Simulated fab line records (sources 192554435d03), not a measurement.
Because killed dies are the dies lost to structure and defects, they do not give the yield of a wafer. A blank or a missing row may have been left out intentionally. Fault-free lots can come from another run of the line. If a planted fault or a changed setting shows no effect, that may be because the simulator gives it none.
Split-lot experiment ; flow n5Finfet ; 7 lots, 39 wafers read, on a route of 1938 steps

THE SPLIT ITSELF
At N5_SD_EPI_P_ETCH_16 (etches SiO2 in CHF3/O2, target depth 5 nm), the setting targetDepthA was moved away from the recipe's 50 angstrom on 12 of the 39 wafers read, by -49.6% to +27.5%. For the rest of the wafers, this setting stayed at what the recipe calls for.

Reading taken at the split's own step.

THE READING
SiARC_of_SD_EPI_P_COAT_35.thkNm (the simulator's own value, which no gauge read), in nm, at N5_SD_EPI_P_ETCH_16 (etches SiO2 in CHF3/O2, target depth 5 nm). No usual value for it is given in the file. Across the 27 wafers here that went through the recipe, the average is 11.7 nm and the standard deviation 0.29 nm.

wafer;tool, chamber at the split;targetDepthA as run, angstrom;against the recipe;SiARC_of_SD_EPI_P_COAT_35.thkNm, nm;against lot-mates on the recipe
L075.1;rieDiel-04, 1;50;recipe;11.6;-
L075.2;rieDiel-04, 0;50;recipe;11.6;-
L075.3;rieDiel-04, 2;50;recipe;11.4;-
L075.4;rieDiel-04, 3;50;recipe;11.8;-
L075.5;rieDiel-04, 3;50;recipe;11.8;-
L075.6;rieDiel-04, 2;50;recipe;11.4;-
L076.1;rieDiel-03, 1;50;recipe;11.4;-
L076.2;rieDiel-03, 2;63.74;+27.5%;10.8;-0.6
L076.3;rieDiel-03, 0;50;recipe;11.4;-
L076.4;rieDiel-03, 3;50;recipe;11.4;-
L076.5;rieDiel-03, 2;63.74;+27.5%;10.8;-0.6
L076.6;rieDiel-03, 3;63.74;+27.5%;10.4;-1.0
L079.4;rieDiel-03, 1;50;recipe;11.4;-
L079.5;rieDiel-03, 3;50;recipe;11.6;-
L079.6;rieDiel-03, 0;50;recipe;11.4;-
L086.1;rieDiel-03, 1;50;recipe;11.4;-
L086.2;rieDiel-03, 2;50;recipe;11.6;-
L086.3;rieDiel-03, 3;59.93;+19.9%;10.4;-1.1
L086.4;rieDiel-03, 0;59.93;+19.9%;10.6;-0.9
L086.5;rieDiel-03, 2;50;recipe;11.6;-
L086.6;rieDiel-03, 1;59.93;+19.9%;10.6;-0.9
L088.1;rieDiel-04, 1;50;recipe;11.8;-
L088.2;rieDiel-04, 3;50;recipe;12;-
L088.3;rieDiel-04, 0;32.38;-35.2%;13;+1.1
L088.4;rieDiel-04, 2;32.38;-35.2%;12.8;+0.9
L088.5;rieDiel-04, 1;50;recipe;11.8;-
L088.6;rieDiel-04, 0;32.38;-35.2%;13;+1.1
L092.1;rieDiel-05, 0;25.22;-49.6%;13.4;+1.4
L092.2;rieDiel-05, 1;25.22;-49.6%;14;+2.0
L092.3;rieDiel-05, 3;50;recipe;12;-
L092.4;rieDiel-05, 0;50;recipe;11.8;-
L092.5;rieDiel-05, 3;25.22;-49.6%;13.6;+1.6
L092.6;rieDiel-05, 1;50;recipe;12.2;-
L096.1;rieDiel-05, 1;50;recipe;12.4;-
L096.2;rieDiel-05, 0;50;recipe;11.8;-
L096.3;rieDiel-05, 3;50;recipe;11.8;-
L096.4;rieDiel-05, 2;50;recipe;11.4;-
L096.5;rieDiel-05, 1;50;recipe;12.4;-
L096.6;rieDiel-05, 0;50;recipe;11.8;-

FIT RESULTS
A straight line over all 39 wafers: SiARC_of_SD_EPI_P_COAT_35.thkNm changes by -0.04 nm for each +1% of targetDepthA; r = -0.94; the points scatter about the line by 0.29 nm.
The same after taking each lot's own level away (the mean of its wafers on the recipe; 39 wafers): -0.0332 nm for each +1%; r = -0.94; scatter 0.23 nm.
On that fit, the largest move of targetDepthA shifts the reading by 1.6 nm.
The span of the lots' own levels, 11.40 to 12.00 nm, comes to 2.0 times the standard deviation stated above.
So the lot-to-lot level changes the slope: the two fits differ.
Check: +1.68 nm against its lot-mates is what the line predicts for one of the wafers moved furthest among these (-49.6%) when that wafer is left out of the fit. It came out at +1.4 nm against them.

FURTHER SPLITS ON THESE WAFERS
Before the reading, these wafers also passed through other splits. Each is held against what the fit with the lots' levels taken away leaves over:
other split on the same wafers;wafers away from the commonest value;r with SiARC_of_SD_EPI_P_COAT_35.thkNm (lot level and that fit taken away)
N5_FIN_SAQP_ALD_61 aldCycles;15;+0.06
N5_FIN_SAQP_PECVD_06 timeS;15;+0.08

THE WHOLE CHAIN: every reading that the file lists as answering this split, in the file's order
step;what it does;reading;change (the file's fit);r (the file's)
N5_SD_EPI_P_ETCH_16;etches SiO2 in CHF3/O2, target depth 5 nm;etch.depthNm (the simulator's own value, which no gauge read);+0.0497 nm for each +1% of the setting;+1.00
N5_SD_EPI_P_ETCH_16;etches SiO2 in CHF3/O2, target depth 5 nm;SiARC_of_SD_EPI_P_COAT_35.thkNm (the simulator's own value, which no gauge read);-0.033 nm for each +1% of the setting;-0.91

THE FILE'S OWN FIT
SiARC_of_SD_EPI_P_COAT_35.thkNm changes by -0.033 nm for each +1% of targetDepthA, r = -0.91.
